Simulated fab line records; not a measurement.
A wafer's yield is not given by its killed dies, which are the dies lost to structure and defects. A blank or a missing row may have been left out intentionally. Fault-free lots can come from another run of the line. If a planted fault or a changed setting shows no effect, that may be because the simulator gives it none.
Split-lot trial || flow n5Finfet || 39 wafers read from 7 lots, route of 1938 steps

THE SPLIT
At N5_MIM_BOT_SPUTTER_00 (material TiN, target thk 35 nm, time 89.7 s), the setting targetThkA was moved away from the recipe's 350 angstrom on 12 of the 39 wafers read, by -51.1% to +59.1%. All remaining wafers had this setting at the recipe value.

The reading comes from the split's own step.

THE READING
TiN_of_MIM_BOT_SPUTTER_00.thkNm (the simulator's own value, which no gauge read), in nm, at N5_MIM_BOT_SPUTTER_00 (material TiN, target thk 35 nm, time 89.7 s). The file gives no usual value for it. Across the 27 wafers here that went through the recipe, the average is 35.0 nm and the standard deviation 0.38 nm.

{"wafer": "L074.2", "tool, chamber at the split": "pvdSputter-02, -", "targetThkA as run, angstrom": 350, "against the recipe": "recipe", "TiN_of_MIM_BOT_SPUTTER_00.thkNm, nm": 35, "against lot-mates on the recipe": "-"}
{"wafer": "L074.4", "tool, chamber at the split": "pvdSputter-02, -", "targetThkA as run, angstrom": 350, "against the recipe": "recipe", "TiN_of_MIM_BOT_SPUTTER_00.thkNm, nm": 35, "against lot-mates on the recipe": "-"}
{"wafer": "L074.6", "tool, chamber at the split": "pvdSputter-02, -", "targetThkA as run, angstrom": 350, "against the recipe": "recipe", "TiN_of_MIM_BOT_SPUTTER_00.thkNm, nm": 34.8, "against lot-mates on the recipe": "-"}
{"wafer": "L076.1", "tool, chamber at the split": "pvdSputter-01, -", "targetThkA as run, angstrom": 350, "against the recipe": "recipe", "TiN_of_MIM_BOT_SPUTTER_00.thkNm, nm": 35.2, "against lot-mates on the recipe": "-"}
{"wafer": "L076.5", "tool, chamber at the split": "pvdSputter-01, -", "targetThkA as run, angstrom": 350, "against the recipe": "recipe", "TiN_of_MIM_BOT_SPUTTER_00.thkNm, nm": 35.2, "against lot-mates on the recipe": "-"}
{"wafer": "L076.2", "tool, chamber at the split": "pvdSputter-01, -", "targetThkA as run, angstrom": 174.7, "against the recipe": "-50.1%", "TiN_of_MIM_BOT_SPUTTER_00.thkNm, nm": 17.4, "against lot-mates on the recipe": -17.7}
{"wafer": "L076.3", "tool, chamber at the split": "pvdSputter-01, -", "targetThkA as run, angstrom": 350, "against the recipe": "recipe", "TiN_of_MIM_BOT_SPUTTER_00.thkNm, nm": 35, "against lot-mates on the recipe": "-"}
{"wafer": "L076.4", "tool, chamber at the split": "pvdSputter-01, -", "targetThkA as run, angstrom": 174.7, "against the recipe": "-50.1%", "TiN_of_MIM_BOT_SPUTTER_00.thkNm, nm": 17.6, "against lot-mates on the recipe": -17.5}
{"wafer": "L076.6", "tool, chamber at the split": "pvdSputter-01, -", "targetThkA as run, angstrom": 174.7, "against the recipe": "-50.1%", "TiN_of_MIM_BOT_SPUTTER_00.thkNm, nm": 17.8, "against lot-mates on the recipe": -17.3}
{"wafer": "L086.1", "tool, chamber at the split": "pvdSputter-02, -", "targetThkA as run, angstrom": 350, "against the recipe": "recipe", "TiN_of_MIM_BOT_SPUTTER_00.thkNm, nm": 35.2, "against lot-mates on the recipe": "-"}
{"wafer": "L086.4", "tool, chamber at the split": "pvdSputter-02, -", "targetThkA as run, angstrom": 350, "against the recipe": "recipe", "TiN_of_MIM_BOT_SPUTTER_00.thkNm, nm": 35.2, "against lot-mates on the recipe": "-"}
{"wafer": "L086.2", "tool, chamber at the split": "pvdSputter-02, -", "targetThkA as run, angstrom": 171.1, "against the recipe": "-51.1%", "TiN_of_MIM_BOT_SPUTTER_00.thkNm, nm": 16.8, "against lot-mates on the recipe": -18.3}
{"wafer": "L086.5", "tool, chamber at the split": "pvdSputter-02, -", "targetThkA as run, angstrom": 171.1, "against the recipe": "-51.1%", "TiN_of_MIM_BOT_SPUTTER_00.thkNm, nm": 16.8, "against lot-mates on the recipe": -18.3}
{"wafer": "L086.3", "tool, chamber at the split": "pvdSputter-02, -", "targetThkA as run, angstrom": 171.1, "against the recipe": "-51.1%", "TiN_of_MIM_BOT_SPUTTER_00.thkNm, nm": 17, "against lot-mates on the recipe": -18.1}
{"wafer": "L086.6", "tool, chamber at the split": "pvdSputter-02, -", "targetThkA as run, angstrom": 350, "against the recipe": "recipe", "TiN_of_MIM_BOT_SPUTTER_00.thkNm, nm": 35, "against lot-mates on the recipe": "-"}
{"wafer": "L085.1", "tool, chamber at the split": "pvdSputter-02, -", "targetThkA as run, angstrom": 187.4, "against the recipe": "-46.5%", "TiN_of_MIM_BOT_SPUTTER_00.thkNm, nm": 18.8, "against lot-mates on the recipe": -16.8}
{"wafer": "L085.2", "tool, chamber at the split": "pvdSputter-02, -", "targetThkA as run, angstrom": 350, "against the recipe": "recipe", "TiN_of_MIM_BOT_SPUTTER_00.thkNm, nm": 35.4, "against lot-mates on the recipe": "-"}
{"wafer": "L085.3", "tool, chamber at the split": "pvdSputter-02, -", "targetThkA as run, angstrom": 350, "against the recipe": "recipe", "TiN_of_MIM_BOT_SPUTTER_00.thkNm, nm": 35.6, "against lot-mates on the recipe": "-"}
{"wafer": "L085.4", "tool, chamber at the split": "pvdSputter-02, -", "targetThkA as run, angstrom": 350, "against the recipe": "recipe", "TiN_of_MIM_BOT_SPUTTER_00.thkNm, nm": 35.8, "against lot-mates on the recipe": "-"}
{"wafer": "L085.5", "tool, chamber at the split": "pvdSputter-02, -", "targetThkA as run, angstrom": 187.4, "against the recipe": "-46.5%", "TiN_of_MIM_BOT_SPUTTER_00.thkNm, nm": 18.6, "against lot-mates on the recipe": -17.0}
{"wafer": "L085.6", "tool, chamber at the split": "pvdSputter-02, -", "targetThkA as run, angstrom": 187.4, "against the recipe": "-46.5%", "TiN_of_MIM_BOT_SPUTTER_00.thkNm, nm": 19.4, "against lot-mates on the recipe": -16.2}
{"wafer": "L087.1", "tool, chamber at the split": "pvdSputter-03, -", "targetThkA as run, angstrom": 350, "against the recipe": "recipe", "TiN_of_MIM_BOT_SPUTTER_00.thkNm, nm": 34.6, "against lot-mates on the recipe": "-"}
{"wafer": "L087.2", "tool, chamber at the split": "pvdSputter-03, -", "targetThkA as run, angstrom": 350, "against the recipe": "recipe", "TiN_of_MIM_BOT_SPUTTER_00.thkNm, nm": 34.2, "against lot-mates on the recipe": "-"}
{"wafer": "L087.3", "tool, chamber at the split": "pvdSputter-03, -", "targetThkA as run, angstrom": 556.9, "against the recipe": "+59.1%", "TiN_of_MIM_BOT_SPUTTER_00.thkNm, nm": 55.4, "against lot-mates on the recipe": "+20.9"}
{"wafer": "L087.4", "tool, chamber at the split": "pvdSputter-03, -", "targetThkA as run, angstrom": 556.9, "against the recipe": "+59.1%", "TiN_of_MIM_BOT_SPUTTER_00.thkNm, nm": 55.4, "against lot-mates on the recipe": "+20.9"}
{"wafer": "L087.5", "tool, chamber at the split": "pvdSputter-03, -", "targetThkA as run, angstrom": 350, "against the recipe": "recipe", "TiN_of_MIM_BOT_SPUTTER_00.thkNm, nm": 34.8, "against lot-mates on the recipe": "-"}
{"wafer": "L087.6", "tool, chamber at the split": "pvdSputter-03, -", "targetThkA as run, angstrom": 556.9, "against the recipe": "+59.1%", "TiN_of_MIM_BOT_SPUTTER_00.thkNm, nm": 55, "against lot-mates on the recipe": "+20.5"}
{"wafer": "L094.1", "tool, chamber at the split": "pvdSputter-03, -", "targetThkA as run, angstrom": 350, "against the recipe": "recipe", "TiN_of_MIM_BOT_SPUTTER_00.thkNm, nm": 35.2, "against lot-mates on the recipe": "-"}
{"wafer": "L094.4", "tool, chamber at the split": "pvdSputter-03, -", "targetThkA as run, angstrom": 350, "against the recipe": "recipe", "TiN_of_MIM_BOT_SPUTTER_00.thkNm, nm": 35.2, "against lot-mates on the recipe": "-"}
{"wafer": "L094.5", "tool, chamber at the split": "pvdSputter-03, -", "targetThkA as run, angstrom": 350, "against the recipe": "recipe", "TiN_of_MIM_BOT_SPUTTER_00.thkNm, nm": 35.2, "against lot-mates on the recipe": "-"}
{"wafer": "L094.6", "tool, chamber at the split": "pvdSputter-03, -", "targetThkA as run, angstrom": 350, "against the recipe": "recipe", "TiN_of_MIM_BOT_SPUTTER_00.thkNm, nm": 35.2, "against lot-mates on the recipe": "-"}
{"wafer": "L094.2", "tool, chamber at the split": "pvdSputter-03, -", "targetThkA as run, angstrom": 350, "against the recipe": "recipe", "TiN_of_MIM_BOT_SPUTTER_00.thkNm, nm": 35, "against lot-mates on the recipe": "-"}
{"wafer": "L094.3", "tool, chamber at the split": "pvdSputter-03, -", "targetThkA as run, angstrom": 350, "against the recipe": "recipe", "TiN_of_MIM_BOT_SPUTTER_00.thkNm, nm": 35.4, "against lot-mates on the recipe": "-"}
{"wafer": "L095.1", "tool, chamber at the split": "pvdSputter-03, -", "targetThkA as run, angstrom": 350, "against the recipe": "recipe", "TiN_of_MIM_BOT_SPUTTER_00.thkNm, nm": 34.4, "against lot-mates on the recipe": "-"}
{"wafer": "L095.2", "tool, chamber at the split": "pvdSputter-03, -", "targetThkA as run, angstrom": 350, "against the recipe": "recipe", "TiN_of_MIM_BOT_SPUTTER_00.thkNm, nm": 34.6, "against lot-mates on the recipe": "-"}
{"wafer": "L095.4", "tool, chamber at the split": "pvdSputter-03, -", "targetThkA as run, angstrom": 350, "against the recipe": "recipe", "TiN_of_MIM_BOT_SPUTTER_00.thkNm, nm": 34.6, "against lot-mates on the recipe": "-"}
{"wafer": "L095.3", "tool, chamber at the split": "pvdSputter-03, -", "targetThkA as run, angstrom": 350, "against the recipe": "recipe", "TiN_of_MIM_BOT_SPUTTER_00.thkNm, nm": 34.8, "against lot-mates on the recipe": "-"}
{"wafer": "L095.5", "tool, chamber at the split": "pvdSputter-03, -", "targetThkA as run, angstrom": 350, "against the recipe": "recipe", "TiN_of_MIM_BOT_SPUTTER_00.thkNm, nm": 34.2, "against lot-mates on the recipe": "-"}
{"wafer": "L095.6", "tool, chamber at the split": "pvdSputter-03, -", "targetThkA as run, angstrom": 350, "against the recipe": "recipe", "TiN_of_MIM_BOT_SPUTTER_00.thkNm, nm": 35.2, "against lot-mates on the recipe": "-"}

FIT RESULTS
A straight line over all 39 wafers: TiN_of_MIM_BOT_SPUTTER_00.thkNm changes by +0.347 nm for each +1% of targetThkA; r = +1.00; the points scatter about the line by 0.37 nm.
The same after taking each lot's own level away (the mean of its wafers on the recipe; 39 wafers): +0.354 nm for each +1%; r = +1.00; scatter 0.23 nm.
On that fit, the largest move of targetThkA shifts the reading by 21 nm.
Measured against the standard deviation above, the lots' own levels, which go from 34.53 to 35.60 nm, span 2.8 times it.
So the lot-to-lot level changes the slope little: the two slopes agree.
Check: with one of the wafers moved furthest among these (+59.1%) left out of the fit, the line predicts +20.9 nm for it against its lot-mates. It came out at +20.9 nm against them.

THE OTHER SPLITS THESE WAFERS WENT THROUGH
Other splits were also applied to these wafers ahead of the reading. Each is held against what the fit with the lots' levels taken away leaves over:
{"other split on the same wafers": "N5_BEOL_M14_ILD_DEP_00 timeS", "wafers away from the commonest value": 15, "r with TiN_of_MIM_BOT_SPUTTER_00.thkNm (lot level and that fit taken away)": "+0.12"}

FILE'S OWN FIT
TiN_of_MIM_BOT_SPUTTER_00.thkNm changes by +0.354 nm for each +1% of targetThkA, r = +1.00.
